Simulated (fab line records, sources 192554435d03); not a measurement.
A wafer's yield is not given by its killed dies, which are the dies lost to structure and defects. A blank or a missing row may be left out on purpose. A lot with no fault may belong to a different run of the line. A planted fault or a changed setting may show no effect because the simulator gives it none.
fab line records -- flow n5-finfet -- part 2 of 2: steps 15 to 25 of 25
record: lots: 5, wafers: 15, last-day: 18
route steps=1938 shown FIN_CUT@165 STI_FIN_REVEAL@183
lots untouched by any fault: they come from a run of this same line in which no faults occurred
start-h: hours from the record's first day to the start of the lot's first wafer shown -- wait-h: hours since the lot's step before -- " as in the row above -- L1.1+2: several wafers, shown together as one row -- - value missing, or start not given -- * or withheld: withheld -- < > ~ a bound
route shown NAME@n: NAME is a module with steps in the file, n the number in the route of the first one -- usual: average and standard deviation across the fault-free wafers -- same: alike in all rows -- chamber/n: place in a boat -- sites: each site's reading -- _std_site: standard deviation across them -- _edge_site: outer sites' mean less inner sites' -- radius-mm: for every site, how far away it sits from the centre of the wafer -- mask NAME#n: copy n -- behind: tool/chamber where the wafer was last shaped -- hold: cause of the lot's hold/its duration in hours/its outcome -- device: which transistor (n, p or np) failed to switch -- end of line: tests of these same wafers at the route's end -- a step without rows: its recipe alone -- killed: the dies lost at the first sort to structure and to defects; this is not the yield of the wafer -- map: a wafer's dies, x killed, . not, _ none there
set.NAME: setting as actually run; set.NAME@STEP: the setting as run at that earlier step -- model.NAME: the simulator's own value behind a step, which no gauge read
lots at some steps of the route; a table a step, a row a wafer
services: when a tool's chamber went out of use (start-h, in hours from the record's first day, below 0 if earlier), for how many hours, and the reason
== steps ==
step: N5_FIN_CUT_PRECLEAN_36
recipe: chemistry: O3/DIW, time-s: 60, temp-c: 22, o3-ppm: 10
lot.wafer,tool,chamber,start-h,wait-h
L075.1+3+5,wet-bench-04,"5,6,1",39.19,-
L076.2+4+5,wet-bench-05,"6,5,0",40.10,-
L080.2+4+5,wet-bench-05,"2,5,1",63.66,-
L083.3+5+6,wet-bench-03,"5,0,4",82.45,-
L095.1+5+6,wet-bench-05,"4,3,5",153.85,-
step: N5_FIN_CUT_SRD_32
recipe: dry: ipa-marangoni, time-s: 30, temp-c: 23, rinse-liquid: diw
lot.wafer,tool,chamber,start-h,wait-h
L075.1+3+5,wet-bench-04,"5,6,1",39.21,0.0
L076.2+4+5,wet-bench-05,"6,5,0",40.12,0.0
L080.2+4+5,wet-bench-05,"2,5,1",63.68,0.0
L083.3+5+6,wet-bench-03,"5,0,4",82.47,0.0
L095.1+5+6,wet-bench-05,"4,3,5",153.87,0.0
step: N5_FIN_CUT_UV_OZONE_34
recipe: time-s: 120, pressure-torr: 760, temp-c: 25
lot.wafer,tool,chamber,start-h,wait-h
L075.1+3+5,wet-bench-04,"5,6,1",39.23,0.0
L076.2+4+5,wet-bench-05,"6,5,0",40.14,0.0
L080.2+4+5,wet-bench-05,"2,5,1",63.70,0.0
L083.3+5+6,wet-bench-03,"5,0,4",82.48,0.0
L095.1+5+6,wet-bench-05,"4,3,5",153.89,0.0
step: N5_FIN_CUT_INSPECT_17
recipe: inspect-instrument: brightfield, mode: aei
usual: raw-defect-count: 226/52
lot.wafer,tool,chamber,start-h,wait-h,raw-defect-count
L075.1,defect-inspect-02,-,39.29,0.0,240
L075.3,defect-inspect-02,-,39.29,0.0,245
L075.5,defect-inspect-02,-,39.29,0.0,250
L076.2,defect-inspect-02,-,40.20,0.0,300
L076.4,defect-inspect-02,-,40.20,0.0,237
L076.5,defect-inspect-02,-,40.20,0.0,218
L080.2,defect-inspect-01,-,63.75,0.0,280
L080.4,defect-inspect-01,-,63.75,0.0,194
L080.5,defect-inspect-01,-,63.75,0.0,193
L083.3,defect-inspect-01,-,82.54,0.0,195
L083.5,defect-inspect-01,-,82.54,0.0,174
L083.6,defect-inspect-01,-,82.54,0.0,216
L095.1,defect-inspect-01,-,153.94,0.0,276
L095.5,defect-inspect-01,-,153.94,0.0,283
L095.6,defect-inspect-01,-,153.94,0.0,333
step: N5_STI_FIN_REVEAL_ALD_00
recipe: material: SiO2, target-thk-a: 10, temp-c: 300, ald-precursor-family: BDEAS, ald-co-reactant: O2-plasma, pulse-time-s: 1, pressure-torr: 2
usual: heater-power-w: 490/47, precursor-pulse-height-rel: 1.000/0.021
lot.wafer,tool,chamber,start-h,wait-h,heater-power-w,precursor-pulse-height-rel
L075.1,ald-sin-04,0,39.94,0.6,540,1.013
L075.3,ald-sin-04,1,39.94,0.6,473,0.951
L075.5,ald-sin-04,3,39.94,0.6,528,0.984
L076.2,ald-sin-02,2,40.48,0.3,469,0.971
L076.4,ald-sin-02,3,40.48,0.3,511,1.013
L076.5,ald-sin-02,1,40.48,0.3,473,1.000
L080.2,ald-sin-04,2,63.79,0.0,559,0.996
L080.4,ald-sin-04,0,63.79,0.0,537,0.950
L080.5,ald-sin-04,0,63.79,0.0,541,1.033
L083.3,ald-sin-02,2,82.65,0.1,491,1.003
L083.5,ald-sin-02,1,82.65,0.1,466,0.990
L083.6,ald-sin-02,2,82.65,0.1,477,1.026
L095.1,ald-sin-04,3,154.21,0.3,541,0.990
L095.5,ald-sin-04,0,154.21,0.3,539,0.995
L095.6,ald-sin-04,1,154.21,0.3,475,0.999
step: N5_STI_FIN_REVEAL_ALD_14
recipe: material: Si3N4, target-thk-a: 30, temp-c: 400, ald-precursor-family: SiH2I2, ald-co-reactant: N2/H2-plasma, pressure-torr: 2
usual: heater-power-w: 875/84
lot.wafer,tool,chamber,start-h,wait-h,heater-power-w
L075.1,ald-sin-04,0,39.99,0.0,951
L075.3,ald-sin-04,1,39.99,0.0,834
L075.5,ald-sin-04,3,39.99,0.0,924
L076.2,ald-sin-02,2,40.53,0.0,848
L076.4,ald-sin-02,3,40.53,0.0,899
L076.5,ald-sin-02,1,40.53,0.0,834
L080.2,ald-sin-04,2,63.84,0.0,1046
L080.4,ald-sin-04,0,63.84,0.0,936
L080.5,ald-sin-04,0,63.84,0.0,983
L083.3,ald-sin-02,2,82.69,0.0,852
L083.5,ald-sin-02,1,82.69,0.0,828
L083.6,ald-sin-02,2,82.69,0.0,866
L095.1,ald-sin-04,3,154.26,0.0,916
L095.5,ald-sin-04,0,154.26,0.0,969
L095.6,ald-sin-04,1,154.26,0.0,855
step: N5_STI_FIN_REVEAL_FCVD_FILL_01
recipe: material: SiO2_flowable, target-thk-a: 3120, temp-c: 100, pressure-torr: 0.8, rf-w: 2000, time-s: 512.2
lot.wafer,tool,chamber,start-h,wait-h
L075.1+3+5,fcvd-01,"1,1,0",40.22,0.1
L076.2+4+5,fcvd-02,1,40.96,0.3
L080.2+4+5,fcvd-01,0,64.08,0.1
L083.3+5+6,fcvd-01,"1,0,1",83.13,0.3
L095.1+5+6,fcvd-02,"1,0,1",154.50,0.1
step: N5_STI_FIN_REVEAL_DENSIFY_02
recipe: temp-c: 650, ambient: steam, time-s: 1800, idle-temp-c: 400, densification-p-h2o-torr: 640
usual: zone-power-upper-pct: 9.10/0.3
lot.wafer,tool,chamber,start-h,wait-h,zone-power-upper-pct
L075.1,furnace-03,0,40.86,0.4,8.74
L075.3,furnace-03,0,40.86,0.4,9.09
L075.5,furnace-03,0,40.86,0.4,8.72
L076.2,furnace-01,0,42.00,0.8,9.37
L076.4,furnace-01,0,42.00,0.8,9.66
L076.5,furnace-01,0,42.00,0.8,9.49
L080.2,furnace-01,0,64.71,0.4,9.46
L080.4,furnace-01,0,64.71,0.4,9.51
L080.5,furnace-01,0,64.71,0.4,9.52
L083.3,furnace-03,0,83.57,0.2,8.95
L083.5,furnace-03,0,83.57,0.2,8.83
L083.6,furnace-03,0,83.57,0.2,8.92
L095.1,furnace-01,0,155.31,0.6,9.57
L095.5,furnace-01,0,155.31,0.6,9.33
L095.6,furnace-01,0,155.31,0.6,9.58
step: N5_STI_FIN_REVEAL_CMP_04
recipe: stop-on: Si3N4, t-overpolish-s: 4, down-force-psi: 2, platen-rpm: 54.18, post-cmp-clean: alkaline-brush, pad-velocity-m-s: 1.078, target-thk-nm: 131.83
usual: motor-current-A: 8.0/0.56, overpolish-run-s: 4.002/0.0091, platen-rpm: 54.18/0.037, time-to-endpoint-s: 102/5
lot.wafer,tool,chamber,start-h,wait-h,motor-current-A,overpolish-run-s,platen-rpm,time-to-endpoint-s
L075.1,cmp-02,2,45.07,0.1,7.4,3.994,54.21,101
L075.3,cmp-02,0,45.07,0.1,8.4,4.002,54.20,109
L075.5,cmp-02,1,45.07,0.1,7.8,3.997,54.18,105
L076.4,cmp-01,1,46.25,0.1,7.5,4.007,54.16,102
L076.2,cmp-01,2,46.25,0.1,7.1,4.010,54.23,101
L076.5,cmp-01,2,46.25,0.1,7.1,3.987,54.19,100
L080.2,cmp-01,2,68.88,0.0,7.2,3.986,54.20,100
L080.4,cmp-01,0,68.88,0.0,8.7,4.010,54.20,101
L080.5,cmp-01,3,68.88,0.0,9.2,4.014,54.19,102
L083.3,cmp-01,1,87.73,0.0,7.5,4.002,54.17,102
L083.6,cmp-01,1,87.73,0.0,7.8,3.989,54.19,103
L083.5,cmp-01,2,87.73,0.0,7.1,4.006,54.15,102
L095.1,cmp-01,2,159.52,0.1,7.0,4.007,54.15,101
L095.5,cmp-01,1,159.52,0.1,7.5,3.990,54.21,107
L095.6,cmp-01,2,159.52,0.1,7.3,3.996,54.20,107
step: N5_STI_FIN_REVEAL_THK_MEAS_05
usual: thk-nm: 130.9/1.2
lot.wafer,tool,chamber,start-h,wait-h,thk-nm
L075.1,film-metro-02,-,45.32,-,130.8
L075.3,film-metro-02,-,45.32,-,132.7
L075.5,film-metro-02,-,45.32,-,131.2
L076.2,film-metro-02,-,46.55,-,130.3
L076.4,film-metro-02,-,46.55,-,132.0
L076.5,film-metro-02,-,46.55,-,131.8
L080.2,film-metro-02,-,69.18,-,129.7
L080.4,film-metro-02,-,69.18,-,130.9
L080.5,film-metro-02,-,69.18,-,131.0
L083.3,film-metro-01,-,88.03,-,131.4
L083.5,film-metro-01,-,88.03,-,130.9
L083.6,film-metro-01,-,88.03,-,131.5
L095.1,film-metro-01,-,159.77,-,129.4
L095.5,film-metro-01,-,159.77,-,130.6
L095.6,film-metro-01,-,159.77,-,131.6
step: N5_STI_FIN_REVEAL_DENSIFY_30
recipe: temp-c: *, time-s: *, ambient: N2, idle-temp-c: 600, ramp-up-c-per-s: 150, ramp-down-c-per-s: 60, cool-to-c: 600
usual: lamp-power-pct: 11.54/0.049, wafer_temp_C_max: *
lot.wafer,tool,chamber,start-h,wait-h,lamp-power-pct,wafer_temp_C_max
L075.1,rtp-anneal-01,0,45.65,0.3,11.51,*
L075.3,rtp-anneal-01,0,45.65,0.3,11.52,*
L075.5,rtp-anneal-01,0,45.65,0.3,11.66,*
L076.2,rtp-anneal-01,0,46.60,0.1,11.61,*
L076.4,rtp-anneal-01,0,46.60,0.1,11.48,*
L076.5,rtp-anneal-01,0,46.60,0.1,11.58,*
L080.2,rtp-anneal-01,0,69.46,0.3,11.55,*
L080.4,rtp-anneal-01,0,69.46,0.3,11.59,*
L080.5,rtp-anneal-01,0,69.46,0.3,11.55,*
L083.3,rtp-anneal-02,0,88.11,0.1,11.51,*
L083.5,rtp-anneal-02,0,88.11,0.1,11.56,*
L083.6,rtp-anneal-02,0,88.11,0.1,11.40,*
L095.1,rtp-anneal-02,0,160.03,0.3,11.53,*
L095.5,rtp-anneal-02,0,160.03,0.3,11.57,*
L095.6,rtp-anneal-02,0,160.03,0.3,11.61,*
== services ==
tool,chamber,start-h,hours,kind
cmp-01,-,21.25,0.3,repair
ald-sin-02,0,42.15,21.8,repair
ald-sin-04,-,43.04,0.9,repair
rie-diel-02,0,50.13,6.4,repair
ald-sin-04,2,50.29,8.1,repair
rie-diel-02,2,52.59,7.0,repair
rie-diel-02,3,59.63,-,clean
rie-diel-02,3,59.63,-,consumable-replace:focus-ring
rie-diel-02,3,59.63,14.3,scheduled-down
rie-diel-02,3,59.63,14.3,vent-cycle
rtp-anneal-02,-,66.57,5.7,pm
rie-diel-06,-,75.17,0.9,repair
wet-bench-03,-,79.55,2.1,repair
cmp-01,-,83.57,2.8,repair
vapor-etch-02,-,84.98,2.8,pm
wet-bench-04,-,91.76,2.0,repair
rie-diel-04,2,96.92,132.0,repair
fcvd-01,-,100.79,2.5,repair
ald-sin-02,1,106.60,13.3,repair
cmp-02,-,119.48,4.0,pm
rie-si-03,3,124.66,11.5,repair
fcvd-01,0,127.31,5.9,repair
cmp-01,-,148.29,4.8,pm
fcvd-02,-,152.36,1.0,repair
